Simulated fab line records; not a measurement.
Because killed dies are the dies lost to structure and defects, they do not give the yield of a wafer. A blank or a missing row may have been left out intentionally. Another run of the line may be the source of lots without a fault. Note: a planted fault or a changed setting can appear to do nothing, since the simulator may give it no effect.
Matching of chambers || flow nand-harc || 4 sister chambers for NHARC_A_CHANNEL_HOLE_D1_DESCUM_15 on rie-diel-09
The step chemistry O2, time 3 s. 8 wafers are shown with their chamber, then 8 later ones without.

WAFERS PAIRED WITH THEIR CHAMBERS
{"wafer": "L079.1", "chamber": 2, "showerhead-plenum-p-Torr (Torr)": 2.02, "oes-product-au (a.u.)": 1.003}
{"wafer": "L079.4", "chamber": 3, "showerhead-plenum-p-Torr (Torr)": 1.78, "oes-product-au (a.u.)": 1.005}
{"wafer": "L079.5", "chamber": 0, "showerhead-plenum-p-Torr (Torr)": 1.93, "oes-product-au (a.u.)": 0.984}
{"wafer": "L079.6", "chamber": 1, "showerhead-plenum-p-Torr (Torr)": 1.81, "oes-product-au (a.u.)": 1.003}
{"wafer": "L083.1", "chamber": 1, "showerhead-plenum-p-Torr (Torr)": 1.81, "oes-product-au (a.u.)": 0.992}
{"wafer": "L083.2", "chamber": 2, "showerhead-plenum-p-Torr (Torr)": 2.02, "oes-product-au (a.u.)": 0.997}
{"wafer": "L083.3", "chamber": 0, "showerhead-plenum-p-Torr (Torr)": 1.93, "oes-product-au (a.u.)": 0.984}
{"wafer": "L083.4", "chamber": 3, "showerhead-plenum-p-Torr (Torr)": 1.77, "oes-product-au (a.u.)": 1.003}

WAFERS MISSING THEIR CHAMBER
{"wafer": "L083.5", "showerhead-plenum-p-Torr (Torr)": 2.02, "oes-product-au (a.u.)": 1.004}
{"wafer": "L083.6", "showerhead-plenum-p-Torr (Torr)": 1.77, "oes-product-au (a.u.)": 1.001}
{"wafer": "L084.1", "showerhead-plenum-p-Torr (Torr)": 1.77, "oes-product-au (a.u.)": 0.997}
{"wafer": "L084.2", "showerhead-plenum-p-Torr (Torr)": 1.93, "oes-product-au (a.u.)": 0.987}
{"wafer": "L084.3", "showerhead-plenum-p-Torr (Torr)": 2.02, "oes-product-au (a.u.)": 1.009}
{"wafer": "L084.4", "showerhead-plenum-p-Torr (Torr)": 1.81, "oes-product-au (a.u.)": 0.996}
{"wafer": "L084.5", "showerhead-plenum-p-Torr (Torr)": 1.77, "oes-product-au (a.u.)": 0.996}
{"wafer": "L084.6", "showerhead-plenum-p-Torr (Torr)": 2.02, "oes-product-au (a.u.)": 1.000}

WHICH CHAMBER EACH WENT THROUGH
{"wafer": "L083.5", "from the rows above": 2, "in truth": 2}
{"wafer": "L083.6", "from the rows above": 3, "in truth": 3}
{"wafer": "L084.1", "from the rows above": 3, "in truth": 3}
{"wafer": "L084.2", "from the rows above": 0, "in truth": 0}
{"wafer": "L084.3", "from the rows above": 2, "in truth": 2}
{"wafer": "L084.4", "from the rows above": 1, "in truth": 1}
{"wafer": "L084.5", "from the rows above": 3, "in truth": 3}
{"wafer": "L084.6", "from the rows above": 2, "in truth": 2}
Correctly placed: 8 of 8. Not placeable from these rows: 0. Placed wrongly: 0.
How it was worked out, from the rows above alone: a wafer's distance from a chamber is the root of the sum, over the readings, of the square of ((its reading less the chamber's mean) divided by the reading's scatter). The wafer belongs to the nearest chamber; if the next one is less than 2 further off, it can't be placed. A chamber's mean is the mean of its shown wafers. The scatter is the square root of a quotient: the sum, over the shown wafers, of each reading's squared deviation from its chamber's mean, divided by wafers minus chambers.
